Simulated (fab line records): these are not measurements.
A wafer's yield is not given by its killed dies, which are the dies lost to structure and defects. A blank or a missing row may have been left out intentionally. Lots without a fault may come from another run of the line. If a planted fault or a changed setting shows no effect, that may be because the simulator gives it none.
The same fault as seen by 2 desks -- flow n5-finfet -- each desk has only its own numbers; what lay behind them comes last

DESK OF THE TOOL OWNER: epi-rpcvd-02
The tool's own readings at N5_SD_EPI_P_EPI_21 (deposits SiGe:B, time 355 s): means of the sampled wafers that have a number, for each lot that ran on this tool. Any lot whose mean is over 4 standard deviations away from the usual mean is out of limits and marked OUT; that distance is given in the brackets.
Columns: A = susceptor-temp-C at N5_SD_EPI_P_EPI_21, usual 549.99 C; B = susceptor_temp_C_max at N5_SD_EPI_P_EPI_21, usual 551.6
lot,first seen here,A,B
L665,day 3 19:02,549.82,551.5
L666,day 4 01:13,550.12,551.9
L668,day 4 16:02,550.37,552.5
L669,day 4 23:16,550.29,552.5
L671,day 5 09:05,549.68,551.6
L672,day 5 14:10,549.74,551.7
L673,day 5 22:49,550.14,551.8
L685,day 8 21:36,549.76,551.7
Finding of this desk: none of the 8 lots has anything out of limits.

THE METROLOGY DESK
What the gauges read for every lot (on any tool): the sampled wafers with a number, averaged. Any lot whose mean is over 4 standard deviations away from the usual mean is out of limits and marked OUT; that distance is given in the brackets. Of its 15 readings 7 are shown: the one that was out of limits first, and those that lie furthest out on some lot.
Columns: A = cd-nm at N5_SD_EPI_P_CD_MEAS_09, usual 239.7 nm; B = thk-nm at N5_SD_EPI_P_EPI_MEAS_23, usual 61.0 nm; C = RS_SD_P at N5_SD_ACTIVATION_RS_MEAS_03, usual 56.0 ohm/sq; D = ION_P at N5_BEOL_M4_RC_MEAS_101, usual 462 uA/um; E = RS_SD_P at N5_BEOL_M4_RC_MEAS_101, usual 65.9 ohm/sq; F = SS_N at N5_BEOL_M4_RC_MEAS_101, usual 71.5 mV/dec; G = VT_N at N5_BEOL_M4_RC_MEAS_101, usual 249.1 mV
lot,first seen here,A,B,C,D,E,F,G
L663,day 3 03:52,240.5,60.5,55.6,456,65.6,71.4,248.1
L664,day 3 16:01,239.8,60.9,56.0,465,65.7,71.3,247.6
L665,day 3 17:13,239.2,60.4,56.3,463,66.1,71.3,249.6
L666,day 3 23:25,238.0,61.6,56.0,461,66.1,71.2,252.3
L667,day 4 04:53,239.4,61.0,54.3,455,64.0,70.3,252.2
L668,day 4 14:29,239.5,61.1,56.4,468,66.0,71.6,247.0
L669,day 4 21:05,240.2,60.9,55.7,461,66.6,71.6,248.6
L671,day 5 07:11,239.7,66.5 (+4.6) OUT,52.6 (-4.9) OUT,465,61.3 (-5.4) OUT,71.6,249.1
L672,day 5 12:22,239.3,68.7 (+6.4) OUT,49.6 (-9.1) OUT,467,58.1 (-9.1) OUT,71.7,247.0
L673,day 5 21:02,239.2,73.8 (+11) OUT,46.7 (-13) OUT,473,55.0 (-13) OUT,71.6,247.9
L682,day 8 00:33,239.7,60.6,55.6,462,65.7,71.3,249.6
L683,day 8 04:32,239.9,62.3,55.5,463,65.2,72.0,248.0
L684,day 8 12:49,239.0,60.8,56.7,464,66.9,71.5,254.5
L685,day 8 18:56,239.6,61.0,56.2,461,65.9,72.1,247.9
L686,day 9 04:01,240.7,61.1,55.5,462,65.2,71.8,250.6
This desk finds L671, L672, L673 out of limits, L671 being first, at day 5 11:17 (thk-nm at N5_SD_EPI_P_EPI_MEAS_23). L663, L664, L665, L666, L667, L668, L669, L682, L683, L684, L685, L686: within limits.

ALL TOGETHER
At day 5 11:17 the metrology desk could have sounded an alarm, on L671, L672, L673.
The desk of the tool owner found nothing out of limits.
On record at the tool owner's desk: L671, L672, L673, within its limits.
Every lot named ran N5_SD_EPI_P_EPI_21 on epi-rpcvd-02.

WHAT THE SIMULATOR HAD INSERTED
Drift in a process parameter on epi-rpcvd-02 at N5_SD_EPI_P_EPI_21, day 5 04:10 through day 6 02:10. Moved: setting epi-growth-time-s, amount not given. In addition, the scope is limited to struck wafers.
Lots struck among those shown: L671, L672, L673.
Delay in hours, fault start to first out-of-limits reading, per desk: metrology desk 7.
